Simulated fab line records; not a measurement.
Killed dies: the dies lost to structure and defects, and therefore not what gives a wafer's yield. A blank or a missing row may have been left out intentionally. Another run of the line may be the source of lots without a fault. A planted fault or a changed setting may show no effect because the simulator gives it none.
Chamber matching + flow n5-finfet + N5_BEOL_M12_CMP_49 on cmp-01: 4 sister chambers
The step polishes, stops on SiOC, t overpolish 20.6 s, target thk 320 nm. 22 wafers are shown with their chamber, then 11 later ones without.

== WAFERS PAIRED WITH THEIR CHAMBERS ==
| wafer  | chamber | motor-current-A (A) | barrier-field-endpoint-s (s) | platen-rpm (rpm) |
|--------|---------|---------------------|------------------------------|------------------|
| L076.3 | 2       | 5.8                 | 30.0                         | 49.93            |
| L076.4 | 3       | 6.6                 | 29.7                         | 50.01            |
| L076.6 | 0       | 6.7                 | 29.9                         | 49.99            |
| L082.2 | 2       | 5.8                 | 30.1                         | 50.01            |
| L082.4 | 1       | 6.4                 | 31.2                         | 50.00            |
| L082.6 | 2       | 5.9                 | 30.5                         | 50.06            |
| L087.2 | 2       | 5.7                 | 30.3                         | 49.97            |
| L087.3 | 0       | 6.6                 | 29.8                         | 49.98            |
| L087.4 | 1       | 6.6                 | 30.7                         | 49.98            |
| L089.4 | 2       | 5.8                 | 31.1                         | 49.98            |
| L089.5 | 0       | 6.3                 | 30.4                         | 50.00            |
| L089.6 | 1       | 6.5                 | 31.5                         | 50.01            |
| L091.1 | 3       | 6.3                 | 29.3                         | 50.03            |
| L091.2 | 1       | 6.8                 | 30.7                         | 49.99            |
| L091.5 | 3       | 6.1                 | 29.1                         | 50.01            |
| L090.3 | 3       | 6.5                 | 29.9                         | 50.02            |
| L090.4 | 2       | 5.6                 | 30.8                         | 49.99            |
| L090.5 | 1       | 6.6                 | 30.9                         | 49.98            |
| L093.1 | 0       | 6.4                 | 31.1                         | 50.02            |
| L093.2 | 2       | 5.9                 | 31.8                         | 49.92            |
| L093.3 | 1       | 6.9                 | 32.1                         | 49.96            |
| L092.1 | 3       | 6.2                 | 29.0                         | 49.98            |

SIGNATURES, as means of the wafers listed above
| reading                  | chamber 0 | chamber 1 | chamber 2 | chamber 3 | scatter within a chamber |
|--------------------------|-----------|-----------|-----------|-----------|--------------------------|
| motor-current-A          | 6.500     | 6.633     | 5.786     | 6.340     | 0.169                    |
| barrier-field-endpoint-s | 30.300    | 31.183    | 30.657    | 29.400    | 0.556                    |
| platen-rpm               | 49.9975   | 49.9867   | 49.9800   | 50.0100   | 0.0311                   |
Rule: for each reading, subtract the chamber's mean from the wafer's reading, divide by that reading's scatter and square the result; add these up over the readings and take the root, which gives the wafer's distance from the chamber. If the next closest chamber is less than 2 further off than the closest, the wafer can't be placed; otherwise it belongs to the closest. The scatter: the root of (the sum of the squares of (reading less its chamber's mean) over the shown wafers, divided by (wafers less chambers)).

== WAFERS WITHOUT THEIR CHAMBER ==
| wafer  | motor-current-A (A) | barrier-field-endpoint-s (s) | platen-rpm (rpm) |
|--------|---------------------|------------------------------|------------------|
| L092.2 | 5.4                 | 30.4                         | 50.05            |
| L092.3 | 6.6                 | 30.1                         | 49.99            |
| L095.1 | 6.7                 | 32.0                         | 49.98            |
| L095.2 | 6.0                 | 30.3                         | 50.00            |
| L095.3 | 5.5                 | 32.8                         | 49.98            |
| L094.2 | 6.4                 | 31.1                         | 49.99            |
| L094.4 | 5.9                 | 30.8                         | 49.97            |
| L094.5 | 6.6                 | 31.4                         | 50.02            |
| L096.2 | 6.7                 | 31.3                         | 50.04            |
| L096.3 | 6.8                 | 30.2                         | 49.92            |
| L096.4 | 6.4                 | 29.6                         | 49.92            |

== WHICH CHAMBER EACH WENT THROUGH ==
| wafer  | from the rows above               | in truth |
|--------|-----------------------------------|----------|
| L092.2 | 2                                 | 2        |
| L092.3 | can't be placed: 0 or 1 or 3      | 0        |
| L095.1 | can't be placed: 1 or 0           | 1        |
| L095.2 | can't be placed: 2 or 3 or 0      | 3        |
| L095.3 | 2                                 | 2        |
| L094.2 | can't be placed: 1 or 0 or 3      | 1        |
| L094.4 | 2                                 | 2        |
| L094.5 | can't be placed: 1 or 0           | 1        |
| L096.2 | can't be placed: 1 or 0           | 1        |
| L096.3 | can't be placed: 1 or 0 or 3      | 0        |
| L096.4 | can't be placed: 0 or 3 or 1 or 2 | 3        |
Correctly placed: 3 of 11. Cannot be placed on the basis of these rows: 8; the candidates contain the true chamber in 8. Wrongly placed: 0.
